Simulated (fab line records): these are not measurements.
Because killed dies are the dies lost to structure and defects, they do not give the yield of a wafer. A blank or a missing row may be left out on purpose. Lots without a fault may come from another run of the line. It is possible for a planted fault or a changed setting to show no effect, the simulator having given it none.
Matching of chambers || flow nand-harc || cmp-03 running NHARC_P_M1_CMP_23: 4 sister chambers
The step polishes, t overpolish 20 s, target thk 157.82 nm. 16 wafers are shown with their chamber, then 7 later ones without.

== WAFERS, EACH WITH ITS CHAMBER ==
{"wafer": "L074.1", "chamber": 0, "motor-current-A (A)": 11.0, "time-to-endpoint-s (s)": 29.0, "pad-life-wafers": 373}
{"wafer": "L074.2", "chamber": 2, "motor-current-A (A)": 11.7, "time-to-endpoint-s (s)": 30.0, "pad-life-wafers": 375}
{"wafer": "L077.2", "chamber": 1, "motor-current-A (A)": 11.4, "time-to-endpoint-s (s)": 21.8, "pad-life-wafers": 492}
{"wafer": "L077.4", "chamber": 0, "motor-current-A (A)": 10.3, "time-to-endpoint-s (s)": 25.9, "pad-life-wafers": 495}
{"wafer": "L080.1", "chamber": 3, "motor-current-A (A)": 13.1, "time-to-endpoint-s (s)": 25.7, "pad-life-wafers": 9}
{"wafer": "L083.2", "chamber": 1, "motor-current-A (A)": 11.2, "time-to-endpoint-s (s)": 22.9, "pad-life-wafers": 96}
{"wafer": "L083.3", "chamber": 3, "motor-current-A (A)": 12.2, "time-to-endpoint-s (s)": 24.1, "pad-life-wafers": 98}
{"wafer": "L083.4", "chamber": 0, "motor-current-A (A)": 10.9, "time-to-endpoint-s (s)": 29.4, "pad-life-wafers": 99}
{"wafer": "L087.2", "chamber": 1, "motor-current-A (A)": 11.3, "time-to-endpoint-s (s)": 28.5, "pad-life-wafers": 162}
{"wafer": "L087.3", "chamber": 0, "motor-current-A (A)": 10.9, "time-to-endpoint-s (s)": 29.0, "pad-life-wafers": 165}
{"wafer": "L087.4", "chamber": 3, "motor-current-A (A)": 11.7, "time-to-endpoint-s (s)": 26.4, "pad-life-wafers": 164}
{"wafer": "L088.1", "chamber": 3, "motor-current-A (A)": 12.2, "time-to-endpoint-s (s)": 25.2, "pad-life-wafers": 243}
{"wafer": "L088.3", "chamber": 0, "motor-current-A (A)": 10.6, "time-to-endpoint-s (s)": 33.1, "pad-life-wafers": 240}
{"wafer": "L088.4", "chamber": 2, "motor-current-A (A)": 11.7, "time-to-endpoint-s (s)": 27.8, "pad-life-wafers": 242}
{"wafer": "L089.2", "chamber": 1, "motor-current-A (A)": 10.7, "time-to-endpoint-s (s)": 22.9, "pad-life-wafers": 246}
{"wafer": "L089.4", "chamber": 3, "motor-current-A (A)": 12.7, "time-to-endpoint-s (s)": 27.5, "pad-life-wafers": 248}

SIGNATURES, as means of the wafers listed above
{"reading": "motor-current-A", "chamber 0": 10.740, "chamber 1": 11.150, "chamber 2": 11.700, "chamber 3": 12.380, "scatter within a chamber": 0.384}
{"reading": "time-to-endpoint-s", "chamber 0": 29.280, "chamber 1": 24.025, "chamber 2": 28.900, "chamber 3": 25.780, "scatter within a chamber": 2.28}
{"reading": "pad-life-wafers", "chamber 0": 274.40, "chamber 1": 249.00, "chamber 2": 308.50, "chamber 3": 152.40, "scatter within a chamber": 142}
Rule: distance of a wafer from a chamber = root of the sum over the readings of ((wafer's reading minus chamber's mean) / reading's scatter) squared. If the next closest chamber is less than 2 further off than the closest, the wafer can't be placed; otherwise it belongs to the closest. The scatter: the root of (the sum of the squares of (reading less its chamber's mean) over the shown wafers, divided by (wafers less chambers)).

== WAFERS WITHOUT THEIR CHAMBER ==
{"wafer": "L091.1", "motor-current-A (A)": 11.4, "time-to-endpoint-s (s)": 27.2, "pad-life-wafers": 306}
{"wafer": "L091.3", "motor-current-A (A)": 12.1, "time-to-endpoint-s (s)": 25.5, "pad-life-wafers": 308}
{"wafer": "L092.2", "motor-current-A (A)": 10.1, "time-to-endpoint-s (s)": 29.8, "pad-life-wafers": 313}
{"wafer": "L092.4", "motor-current-A (A)": 11.7, "time-to-endpoint-s (s)": 27.7, "pad-life-wafers": 315}
{"wafer": "L094.1", "motor-current-A (A)": 12.7, "time-to-endpoint-s (s)": 25.8, "pad-life-wafers": 458}
{"wafer": "L094.3", "motor-current-A (A)": 11.2, "time-to-endpoint-s (s)": 26.4, "pad-life-wafers": 456}
{"wafer": "L096.1", "motor-current-A (A)": 10.7, "time-to-endpoint-s (s)": 29.2, "pad-life-wafers": 468}

== WHICH CHAMBER EACH ONE RAN IN ==
{"wafer": "L091.1", "from the rows above": "can't be placed: 2 or 1 or 0 or 3", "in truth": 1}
{"wafer": "L091.3", "from the rows above": "can't be placed: 3 or 2 or 1", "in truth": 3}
{"wafer": "L092.2", "from the rows above": 0, "in truth": 0}
{"wafer": "L092.4", "from the rows above": "can't be placed: 2 or 1 or 3", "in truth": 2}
{"wafer": "L094.1", "from the rows above": "can't be placed: 3 or 2", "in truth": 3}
{"wafer": "L094.3", "from the rows above": "can't be placed: 1 or 2 or 0 or 3", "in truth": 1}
{"wafer": "L096.1", "from the rows above": "can't be placed: 0 or 2 or 1", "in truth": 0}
Correct placement for 1 of the 7. Not placeable from these rows: 6 (in 6, the candidates include the true chamber). Placed wrongly: 0.
